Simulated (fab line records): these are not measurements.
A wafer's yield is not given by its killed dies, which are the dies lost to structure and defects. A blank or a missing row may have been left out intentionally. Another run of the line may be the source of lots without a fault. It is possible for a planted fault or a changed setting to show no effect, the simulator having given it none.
fab line records / flow nand-harc
[record] lots = 6 wafers = 18 last-day = 33
route steps=1302 shown A_ONON_D1@434
lots that met no fault: taken from a fault-free run of the same line
start-h: the number of hours between the record's first day and the start of the first shown wafer of the lot / wait-h: hours elapsed since this lot's preceding step / " same as the row above / L1.1+2: a single row standing in for several wafers / - no value, or no start given / * or withheld: withheld / < > ~ a bound
route shown NAME@n: NAME is a module with steps in the file, n the number in the route of the first one / usual: mean/standard deviation taken from wafers without a fault / same: alike in all rows / chamber/n: place in a boat / sites: per-site readings / _std_site: standard deviation across them / _edge_site: outer sites' mean less inner sites' / radius-mm: for every site, how far away it sits from the centre of the wafer / mask NAME#n: copy n / behind: the most recent tool/chamber to have shaped the wafer / hold: why the lot was held/for how many hours/how that ended / device: transistor that didn't switch, given as n, p or np / end of line: the route-end tests of the same wafers / a step with no rows: only its recipe / killed: the dies lost at the first sort to structure and to defects; this is not the yield of the wafer / map: the dies of a wafer, with x for killed, . for not killed, _ for no die there
set.NAME: setting as actually run; set.NAME@STEP: the setting as run at that earlier step / model.NAME: the simulator's own value behind a step, which no gauge read
lots seen at some steps along the route; tables by step, rows by wafer
services: a tool's chamber out of use, with start hour (start-h, from the record's first day; less than 0 if before it), hours out, and reason
[[steps]]
[step NHARC_A_ONON_D1_ANNEAL_15]
[recipe] temp-c = 750 time-s = 3600
[step NHARC_A_ONON_D1_DEP_16]
[recipe] target-thk-a = 10000 n2-flow-sccm = 2750 n2o-flow-sccm = 2000 nh3-flow-sccm = 500 sih4-flow-sccm = 210 temp-c = 400
[step NHARC_A_ONON_D1_THK_MEAS_18]
[recipe] thk-meas-gauge = ellipsometry
[usual] thk-nm = 1002/9.8
lot.wafer=L163.2 tool=film-metro-01 chamber=- start-h=170.35 wait-h=- thk-nm=992
lot.wafer=L163.4 tool=film-metro-01 chamber=- start-h=170.35 wait-h=- thk-nm=990
lot.wafer=L163.5 tool=film-metro-01 chamber=- start-h=170.35 wait-h=- thk-nm=992
lot.wafer=L168.1 tool=film-metro-01 chamber=- start-h=230.63 wait-h=- thk-nm=1008
lot.wafer=L168.4 tool=film-metro-01 chamber=- start-h=230.63 wait-h=- thk-nm=1009
lot.wafer=L168.6 tool=film-metro-01 chamber=- start-h=230.63 wait-h=- thk-nm=1009
lot.wafer=L171.2 tool=film-metro-01 chamber=- start-h=254.02 wait-h=- thk-nm=1024
lot.wafer=L171.3 tool=film-metro-01 chamber=- start-h=254.02 wait-h=- thk-nm=1027
lot.wafer=L171.5 tool=film-metro-01 chamber=- start-h=254.02 wait-h=- thk-nm=1024
lot.wafer=L173.2 tool=film-metro-01 chamber=- start-h=278.97 wait-h=- thk-nm=1002
lot.wafer=L173.3 tool=film-metro-01 chamber=- start-h=278.97 wait-h=- thk-nm=1003
lot.wafer=L173.6 tool=film-metro-01 chamber=- start-h=278.97 wait-h=- thk-nm=1001
lot.wafer=L181.1 tool=film-metro-01 chamber=- start-h=361.55 wait-h=- thk-nm=1001
lot.wafer=L181.3 tool=film-metro-01 chamber=- start-h=361.55 wait-h=- thk-nm=1002
lot.wafer=L181.5 tool=film-metro-01 chamber=- start-h=361.55 wait-h=- thk-nm=1001
lot.wafer=L186.3 tool=film-metro-02 chamber=- start-h=403.81 wait-h=- thk-nm=992
lot.wafer=L186.4 tool=film-metro-02 chamber=- start-h=403.81 wait-h=- thk-nm=991
lot.wafer=L186.5 tool=film-metro-02 chamber=- start-h=403.81 wait-h=- thk-nm=993
[step NHARC_A_ONON_D1_DEP_19]
[recipe] target-thk-a = 10000 n2-flow-sccm = 2750 n2o-flow-sccm = 2000 nh3-flow-sccm = 500 sih4-flow-sccm = 210 temp-c = 400
[step NHARC_A_ONON_D1_THK_MEAS_21]
[recipe] thk-meas-gauge = ellipsometry
[usual] thk-nm = 1001/8.6
lot.wafer=L163.2 tool=film-metro-02 chamber=- start-h=170.91 wait-h=- thk-nm=1004
lot.wafer=L163.4 tool=film-metro-02 chamber=- start-h=170.91 wait-h=- thk-nm=1004
lot.wafer=L163.5 tool=film-metro-02 chamber=- start-h=170.91 wait-h=- thk-nm=1003
lot.wafer=L168.1 tool=film-metro-02 chamber=- start-h=231.20 wait-h=- thk-nm=990
lot.wafer=L168.4 tool=film-metro-02 chamber=- start-h=231.20 wait-h=- thk-nm=990
lot.wafer=L168.6 tool=film-metro-02 chamber=- start-h=231.20 wait-h=- thk-nm=991
lot.wafer=L171.2 tool=film-metro-01 chamber=- start-h=254.59 wait-h=- thk-nm=998
lot.wafer=L171.3 tool=film-metro-01 chamber=- start-h=254.59 wait-h=- thk-nm=997
lot.wafer=L171.5 tool=film-metro-01 chamber=- start-h=254.59 wait-h=- thk-nm=999
lot.wafer=L173.2 tool=film-metro-01 chamber=- start-h=279.54 wait-h=- thk-nm=1002
lot.wafer=L173.3 tool=film-metro-01 chamber=- start-h=279.54 wait-h=- thk-nm=1001
lot.wafer=L173.6 tool=film-metro-01 chamber=- start-h=279.54 wait-h=- thk-nm=999
lot.wafer=L181.1 tool=film-metro-01 chamber=- start-h=362.11 wait-h=- thk-nm=997
lot.wafer=L181.3 tool=film-metro-01 chamber=- start-h=362.11 wait-h=- thk-nm=995
lot.wafer=L181.5 tool=film-metro-01 chamber=- start-h=362.11 wait-h=- thk-nm=996
lot.wafer=L186.3 tool=film-metro-02 chamber=- start-h=404.37 wait-h=- thk-nm=996
lot.wafer=L186.4 tool=film-metro-02 chamber=- start-h=404.37 wait-h=- thk-nm=997
lot.wafer=L186.5 tool=film-metro-02 chamber=- start-h=404.37 wait-h=- thk-nm=998
[step NHARC_A_ONON_D1_DEP_22]
[recipe] target-thk-a = 10000 n2-flow-sccm = 2750 n2o-flow-sccm = 2000 nh3-flow-sccm = 500 sih4-flow-sccm = 210 temp-c = 400
[step NHARC_A_ONON_D1_THK_MEAS_24]
[recipe] thk-meas-gauge = ellipsometry
[usual] thk-nm = 998/10
lot.wafer=L163.2 tool=film-metro-02 chamber=- start-h=171.48 wait-h=- thk-nm=987
lot.wafer=L163.4 tool=film-metro-02 chamber=- start-h=171.48 wait-h=- thk-nm=988
lot.wafer=L163.5 tool=film-metro-02 chamber=- start-h=171.48 wait-h=- thk-nm=987
lot.wafer=L168.1 tool=film-metro-01 chamber=- start-h=231.76 wait-h=- thk-nm=990
lot.wafer=L168.4 tool=film-metro-01 chamber=- start-h=231.76 wait-h=- thk-nm=992
lot.wafer=L168.6 tool=film-metro-01 chamber=- start-h=231.76 wait-h=- thk-nm=992
lot.wafer=L171.2 tool=film-metro-01 chamber=- start-h=255.15 wait-h=- thk-nm=1000
lot.wafer=L171.3 tool=film-metro-01 chamber=- start-h=255.15 wait-h=- thk-nm=998
lot.wafer=L171.5 tool=film-metro-01 chamber=- start-h=255.15 wait-h=- thk-nm=1000
lot.wafer=L173.2 tool=film-metro-01 chamber=- start-h=280.10 wait-h=- thk-nm=982
lot.wafer=L173.3 tool=film-metro-01 chamber=- start-h=280.10 wait-h=- thk-nm=983
lot.wafer=L173.6 tool=film-metro-01 chamber=- start-h=280.10 wait-h=- thk-nm=984
lot.wafer=L181.1 tool=film-metro-01 chamber=- start-h=362.68 wait-h=- thk-nm=1008
lot.wafer=L181.3 tool=film-metro-01 chamber=- start-h=362.68 wait-h=- thk-nm=1009
lot.wafer=L181.5 tool=film-metro-01 chamber=- start-h=362.68 wait-h=- thk-nm=1009
lot.wafer=L186.3 tool=film-metro-02 chamber=- start-h=404.95 wait-h=- thk-nm=983
lot.wafer=L186.4 tool=film-metro-02 chamber=- start-h=404.95 wait-h=- thk-nm=981
lot.wafer=L186.5 tool=film-metro-02 chamber=- start-h=404.95 wait-h=- thk-nm=982
[step NHARC_A_ONON_D1_DEP_25]
[recipe] target-thk-a = 10000 n2-flow-sccm = 2750 n2o-flow-sccm = 2000 nh3-flow-sccm = 500 sih4-flow-sccm = 210 temp-c = 400
[step NHARC_A_ONON_D1_THK_MEAS_27]
[recipe] thk-meas-gauge = ellipsometry
[usual] thk-nm = 998/9.5
lot.wafer=L163.2 tool=film-metro-02 chamber=- start-h=172.07 wait-h=- thk-nm=985
lot.wafer=L163.4 tool=film-metro-02 chamber=- start-h=172.07 wait-h=- thk-nm=985
lot.wafer=L163.5 tool=film-metro-02 chamber=- start-h=172.07 wait-h=- thk-nm=984
lot.wafer=L168.1 tool=film-metro-01 chamber=- start-h=232.33 wait-h=- thk-nm=1010
lot.wafer=L168.4 tool=film-metro-01 chamber=- start-h=232.33 wait-h=- thk-nm=1011
lot.wafer=L168.6 tool=film-metro-01 chamber=- start-h=232.33 wait-h=- thk-nm=1011
lot.wafer=L171.2 tool=film-metro-01 chamber=- start-h=255.73 wait-h=- thk-nm=1000
lot.wafer=L171.3 tool=film-metro-01 chamber=- start-h=255.73 wait-h=- thk-nm=1002
lot.wafer=L171.5 tool=film-metro-01 chamber=- start-h=255.73 wait-h=- thk-nm=1000
lot.wafer=L173.2 tool=film-metro-01 chamber=- start-h=280.67 wait-h=- thk-nm=1005
lot.wafer=L173.3 tool=film-metro-01 chamber=- start-h=280.67 wait-h=- thk-nm=1005
lot.wafer=L173.6 tool=film-metro-01 chamber=- start-h=280.67 wait-h=- thk-nm=1006
lot.wafer=L181.1 tool=film-metro-01 chamber=- start-h=363.24 wait-h=- thk-nm=991
lot.wafer=L181.3 tool=film-metro-01 chamber=- start-h=363.24 wait-h=- thk-nm=992
lot.wafer=L181.5 tool=film-metro-01 chamber=- start-h=363.24 wait-h=- thk-nm=992
lot.wafer=L186.3 tool=film-metro-02 chamber=- start-h=405.52 wait-h=- thk-nm=1004
lot.wafer=L186.4 tool=film-metro-02 chamber=- start-h=405.52 wait-h=- thk-nm=1001
lot.wafer=L186.5 tool=film-metro-02 chamber=- start-h=405.52 wait-h=- thk-nm=1002
[step NHARC_A_ONON_D1_DEP_28]
[recipe] target-thk-a = 10000 n2-flow-sccm = 2750 n2o-flow-sccm = 2000 nh3-flow-sccm = 500 sih4-flow-sccm = 210 temp-c = 400
[step NHARC_A_ONON_D1_THK_MEAS_30]
[recipe] thk-meas-gauge = ellipsometry
[usual] thk-nm = 1000/8.1
lot.wafer=L163.2 tool=film-metro-02 chamber=- start-h=172.64 wait-h=- thk-nm=998
lot.wafer=L163.4 tool=film-metro-02 chamber=- start-h=172.64 wait-h=- thk-nm=1000
lot.wafer=L163.5 tool=film-metro-02 chamber=- start-h=172.64 wait-h=- thk-nm=998
lot.wafer=L168.1 tool=film-metro-02 chamber=- start-h=233.23 wait-h=- thk-nm=1011
lot.wafer=L168.4 tool=film-metro-02 chamber=- start-h=233.23 wait-h=- thk-nm=1010
lot.wafer=L168.6 tool=film-metro-02 chamber=- start-h=233.23 wait-h=- thk-nm=1008
lot.wafer=L171.2 tool=film-metro-01 chamber=- start-h=256.29 wait-h=- thk-nm=1002
lot.wafer=L171.3 tool=film-metro-01 chamber=- start-h=256.29 wait-h=- thk-nm=1003
lot.wafer=L171.5 tool=film-metro-01 chamber=- start-h=256.29 wait-h=- thk-nm=1001
lot.wafer=L173.2 tool=film-metro-01 chamber=- start-h=281.23 wait-h=- thk-nm=999
lot.wafer=L173.3 tool=film-metro-01 chamber=- start-h=281.23 wait-h=- thk-nm=999
lot.wafer=L173.6 tool=film-metro-01 chamber=- start-h=281.23 wait-h=- thk-nm=1000
lot.wafer=L181.1 tool=film-metro-02 chamber=- start-h=363.81 wait-h=- thk-nm=1006
lot.wafer=L181.3 tool=film-metro-02 chamber=- start-h=363.81 wait-h=- thk-nm=1004
lot.wafer=L181.5 tool=film-metro-02 chamber=- start-h=363.81 wait-h=- thk-nm=1008
lot.wafer=L186.3 tool=film-metro-02 chamber=- start-h=406.09 wait-h=- thk-nm=997
lot.wafer=L186.4 tool=film-metro-02 chamber=- start-h=406.09 wait-h=- thk-nm=995
lot.wafer=L186.5 tool=film-metro-02 chamber=- start-h=406.09 wait-h=- thk-nm=996
[step NHARC_A_ONON_D1_DEP_33]
[recipe] target-thk-a = 2000 temp-c = 400 pressure-torr = 6.5 rf-w = 900 teos-flow-sccm = 161.4 flow-sccm = 2650 target-thk-nm = 200 gas = O2 material = SiO2
[usual] heater-power-w = 571/120 rf-fwd-power-W = 898.2/2.5 showerhead-vpp-V = 1837/85 throttle-valve-pct = 16.1/0.46
lot.wafer=L163.2 tool=pecvd-02 chamber=0 start-h=172.78 wait-h=0.1 heater-power-w=668 rf-fwd-power-W=896.5 showerhead-vpp-V=1779 throttle-valve-pct=16.6
lot.wafer=L163.5 tool=pecvd-02 chamber=2 start-h=172.78 wait-h=0.1 heater-power-w=608 rf-fwd-power-W=896.4 showerhead-vpp-V=1805 throttle-valve-pct=16.1
lot.wafer=L163.4 tool=pecvd-02 chamber=0 start-h=172.78 wait-h=0.1 heater-power-w=676 rf-fwd-power-W=897.0 showerhead-vpp-V=1770 throttle-valve-pct=16.7
lot.wafer=L168.1 tool=pecvd-04 chamber=2 start-h=233.29 wait-h=0.1 heater-power-w=489 rf-fwd-power-W=898.3 showerhead-vpp-V=1959 throttle-valve-pct=15.5
lot.wafer=L168.6 tool=pecvd-04 chamber=2 start-h=233.29 wait-h=0.1 heater-power-w=511 rf-fwd-power-W=894.1 showerhead-vpp-V=1963 throttle-valve-pct=15.6
lot.wafer=L168.4 tool=pecvd-04 chamber=0 start-h=233.29 wait-h=0.1 heater-power-w=682 rf-fwd-power-W=904.0 showerhead-vpp-V=1795 throttle-valve-pct=16.0
lot.wafer=L171.2 tool=pecvd-02 chamber=1 start-h=256.35 wait-h=0.1 heater-power-w=390 rf-fwd-power-W=894.2 showerhead-vpp-V=2026 throttle-valve-pct=17.0
lot.wafer=L171.3 tool=pecvd-02 chamber=0 start-h=256.35 wait-h=0.1 heater-power-w=901 rf-fwd-power-W=540.9 showerhead-vpp-V=1350 throttle-valve-pct=16.4
lot.wafer=L171.5 tool=pecvd-02 chamber=1 start-h=256.35 wait-h=0.1 heater-power-w=402 rf-fwd-power-W=893.4 showerhead-vpp-V=1975 throttle-valve-pct=17.3
lot.wafer=L173.2 tool=pecvd-02 chamber=0 start-h=281.33 wait-h=0.1 heater-power-w=880 rf-fwd-power-W=540.1 showerhead-vpp-V=1350 throttle-valve-pct=16.2
lot.wafer=L173.3 tool=pecvd-02 chamber=1 start-h=281.33 wait-h=0.1 heater-power-w=396 rf-fwd-power-W=896.2 showerhead-vpp-V=1966 throttle-valve-pct=17.0
lot.wafer=L173.6 tool=pecvd-02 chamber=0 start-h=281.33 wait-h=0.1 heater-power-w=880 rf-fwd-power-W=537.9 showerhead-vpp-V=1362 throttle-valve-pct=16.4
lot.wafer=L181.3 tool=pecvd-04 chamber=0 start-h=363.87 wait-h=0.1 heater-power-w=610 rf-fwd-power-W=895.3 showerhead-vpp-V=1762 throttle-valve-pct=15.7
lot.wafer=L181.1 tool=pecvd-04 chamber=2 start-h=363.87 wait-h=0.1 heater-power-w=441 rf-fwd-power-W=894.5 showerhead-vpp-V=1927 throttle-valve-pct=15.7
lot.wafer=L181.5 tool=pecvd-04 chamber=1 start-h=363.87 wait-h=0.1 heater-power-w=514 rf-fwd-power-W=896.0 showerhead-vpp-V=1856 throttle-valve-pct=15.8
lot.wafer=L186.3 tool=pecvd-04 chamber=0 start-h=406.19 wait-h=0.1 heater-power-w=667 rf-fwd-power-W=898.4 showerhead-vpp-V=1776 throttle-valve-pct=16.0
lot.wafer=L186.4 tool=pecvd-04 chamber=2 start-h=406.19 wait-h=0.1 heater-power-w=535 rf-fwd-power-W=897.8 showerhead-vpp-V=1923 throttle-valve-pct=15.8
lot.wafer=L186.5 tool=pecvd-04 chamber=0 start-h=406.19 wait-h=0.1 heater-power-w=679 rf-fwd-power-W=898.2 showerhead-vpp-V=1764 throttle-valve-pct=15.9
[step NHARC_A_ONON_D1_THK_MEAS_34]
[recipe] thk-meas-gauge = ellipsometry
[usual] thk-nm = 200.1/2.6
lot.wafer=L163.2 tool=film-metro-02 chamber=- start-h=173.10 wait-h=- thk-nm=196.2
lot.wafer=L163.4 tool=film-metro-02 chamber=- start-h=173.10 wait-h=- thk-nm=201.5
lot.wafer=L163.5 tool=film-metro-02 chamber=- start-h=173.10 wait-h=- thk-nm=200.0
lot.wafer=L168.1 tool=film-metro-01 chamber=- start-h=233.71 wait-h=- thk-nm=198.4
lot.wafer=L168.4 tool=film-metro-01 chamber=- start-h=233.71 wait-h=- thk-nm=204.3
lot.wafer=L168.6 tool=film-metro-01 chamber=- start-h=233.71 wait-h=- thk-nm=204.3
lot.wafer=L171.2 tool=film-metro-01 chamber=- start-h=256.76 wait-h=- thk-nm=198.3
lot.wafer=L171.3 tool=film-metro-01 chamber=- start-h=256.76 wait-h=- thk-nm=169.2
lot.wafer=L171.5 tool=film-metro-01 chamber=- start-h=256.76 wait-h=- thk-nm=199.4
lot.wafer=L173.2 tool=film-metro-01 chamber=- start-h=281.69 wait-h=- thk-nm=169.8
lot.wafer=L173.3 tool=film-metro-01 chamber=- start-h=281.69 wait-h=- thk-nm=198.5
lot.wafer=L173.6 tool=film-metro-01 chamber=- start-h=281.69 wait-h=- thk-nm=169.9
lot.wafer=L181.1 tool=film-metro-01 chamber=- start-h=364.28 wait-h=- thk-nm=195.3
lot.wafer=L181.3 tool=film-metro-01 chamber=- start-h=364.28 wait-h=- thk-nm=195.3
lot.wafer=L181.5 tool=film-metro-01 chamber=- start-h=364.28 wait-h=- thk-nm=197.2
lot.wafer=L186.3 tool=film-metro-01 chamber=- start-h=406.56 wait-h=- thk-nm=195.5
lot.wafer=L186.4 tool=film-metro-01 chamber=- start-h=406.56 wait-h=- thk-nm=201.6
lot.wafer=L186.5 tool=film-metro-01 chamber=- start-h=406.56 wait-h=- thk-nm=199.0
[[services]]
tool=pecvd-04 chamber=2 start-h=169.62 hours=30.8 kind=repair
tool=pecvd-02 chamber=- start-h=184.44 hours=0.5 kind=repair
tool=pecvd-04 chamber=- start-h=197.32 hours=5.5 kind=repair
tool=pecvd-02 chamber=- start-h=227.00 hours=13.0 kind=pm
tool=pecvd-02 chamber=0 start-h=227.00 hours=13.0 kind=vent-cycle
tool=pecvd-02 chamber=1 start-h=227.00 hours=13.0 kind=vent-cycle
tool=pecvd-02 chamber=2 start-h=227.00 hours=13.0 kind=vent-cycle
tool=pecvd-04 chamber=2 start-h=239.83 hours=11.2 kind=repair
tool=pecvd-02 chamber=0 start-h=240.00 hours=- kind=clean
tool=pecvd-02 chamber=1 start-h=240.00 hours=- kind=clean
tool=pecvd-02 chamber=2 start-h=240.00 hours=- kind=clean
tool=pecvd-04 chamber=- start-h=269.18 hours=13.0 kind=pm
tool=pecvd-04 chamber=0 start-h=269.18 hours=13.0 kind=vent-cycle
tool=pecvd-04 chamber=1 start-h=269.18 hours=13.0 kind=vent-cycle
tool=pecvd-04 chamber=2 start-h=269.18 hours=13.0 kind=vent-cycle
tool=pecvd-04 chamber=0 start-h=282.18 hours=- kind=clean
tool=pecvd-04 chamber=1 start-h=282.18 hours=- kind=clean
tool=pecvd-04 chamber=2 start-h=282.18 hours=- kind=clean
tool=pecvd-04 chamber=- start-h=303.80 hours=1.0 kind=repair
tool=pecvd-02 chamber=0 start-h=305.80 hours=3.8 kind=repair
[[key]]
[first-sign] step = NHARC_A_ONON_D1_DEP_33 reading = rf-fwd-power-W direction = down sigmas = 99+ usual = * struck = *
[effect] step = NHARC_A_ONON_D1_DEP_33 reading = showerhead-vpp-V direction = down sigmas = 5.7 usual = 1837 struck = 1354
[effect] step = NHARC_A_ONON_D1_THK_MEAS_34 reading = thk-nm direction = down sigmas = 12 usual = 200.1 struck = 169.6
met-at NHARC_A_ONON_D1_DEP_33
struck-wafers L171.3,L173.2,L173.6
tester-left-out L171,L173
onset-between 172.78 256.35
[fault] kind = process-parameter-drift tool = pecvd-02 chamber = 0 onset-h = 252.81 steps = NHARC_A_ONON_D1_DEP_33 channel = rf-w offset = * shape = step end-h = 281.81 acts-in = * stated = *
// tester-left-out: of these lots the tester's yield and bins aren't shown, on N5 and GAA mostly nor the transistor test; their killed dies are dies lost to structure and defects alone, not to doping, threshold or leakage, so they don't give the yield
